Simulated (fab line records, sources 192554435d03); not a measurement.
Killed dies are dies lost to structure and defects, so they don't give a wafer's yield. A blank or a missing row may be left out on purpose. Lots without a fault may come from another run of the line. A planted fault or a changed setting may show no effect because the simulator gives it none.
One fault seen from 2 desks | flow n5_finfet | each desk has only its own numbers; what lay behind them comes last

THE TOOL OWNER'S DESK: implanter-02
The tool's own readings at N5_WELL_APT_IMPLANT_31: means of the sampled wafers that have a number, for each lot that ran on this tool. A lot is out of limits, marked OUT, if its mean lies more than 4 standard deviations from the usual mean; the brackets give that distance.
Columns: A = dose_ions_cm2 at N5_WELL_APT_IMPLANT_31, usual 1.4998e+13; B = end_station_pressure_torr at N5_WELL_APT_IMPLANT_31, usual 5.17e-06 Torr; C = faraday_current_uA at N5_WELL_APT_IMPLANT_31, usual 191
lot  | first seen here | A                            | B        | C
L353 | day 2 03:32     | 1.5016e+13                   | 5.69e-06 | 193
L354 | day 2 09:56     | 1.4998e+13                   | 5.20e-06 | 194
L364 | day 4 21:08     | 1.4990e+13                   | 5.18e-06 | 192
L365 | day 5 05:02     | 1.4975e+13                   | 5.26e-06 | 187
L368 | day 5 21:54     | 8.7297e+12 (-99 or more) OUT | 5.00e-06 | 113 (-20) OUT
L372 | day 6 20:53     | 8.7110e+12 (-99 or more) OUT | 5.08e-06 | 112 (-20) OUT
This desk's finding: out of limits on L368, L372; first on L368, day 5 21:54 (dose_ions_cm2 at N5_WELL_APT_IMPLANT_31). In limits: L353, L354, L364, L365.

THE DEFECT DESK
What the inspections along the route counted, lot by lot: means of the sampled wafers that have a number. A lot is out of limits, marked OUT, if its mean lies more than 4 standard deviations from the usual mean; the brackets give that distance.
Columns: A = raw_defect_count at N5_START_INSPECT_01, usual 5.7; B = raw_defect_count at N5_WELL_APT_INSPECT_27, usual 2.3
lot  | first seen here | A   | B
L351 | day 1 12:02     | 5.7 | 2.0
L352 | day 1 18:02     | 4.7 | 3.7
L353 | day 2 00:02     | 5.7 | 2.0
L354 | day 2 06:02     | 6.0 | 1.5
L355 | day 2 12:02     | 4.7 | 2.3
L357 | day 3 00:02     | 1.0 | 3.0
L358 | day 3 06:02     | 8.0 | 2.5
L360 | day 3 18:02     | 4.5 | 3.5
L361 | day 4 00:02     | 7.0 | 3.7
L364 | day 4 18:02     | 5.0 | 1.0
L365 | day 5 00:02     | 5.7 | 2.3
L368 | day 5 18:02     | 6.7 | 1.7
L372 | day 6 18:02     | 6.0 | 1.0
L373 | day 7 00:02     | 5.7 | 2.0
This desk's finding: nothing out of limits on any of the 14 lots.

PUT TOGETHER
The tool owner's desk could have raised an alarm at day 5 21:54, on L368, L372.
The defect desk saw nothing out of limits.
The defect desk has L368, L372 on record, within its limits.
Of the lots named, all ran N5_WELL_APT_IMPLANT_31 on implanter-02.

WHAT THE SIMULATOR HAD PUT IN
Process parameter drift: implanter-02, from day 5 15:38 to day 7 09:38, at N5_WELL_APT_IMPLANT_31. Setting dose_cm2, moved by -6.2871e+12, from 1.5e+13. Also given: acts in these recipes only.
Lots struck among those shown: L368, L372.
Hours from the fault's start to each desk's first reading out of limits: the tool owner's desk, 6.
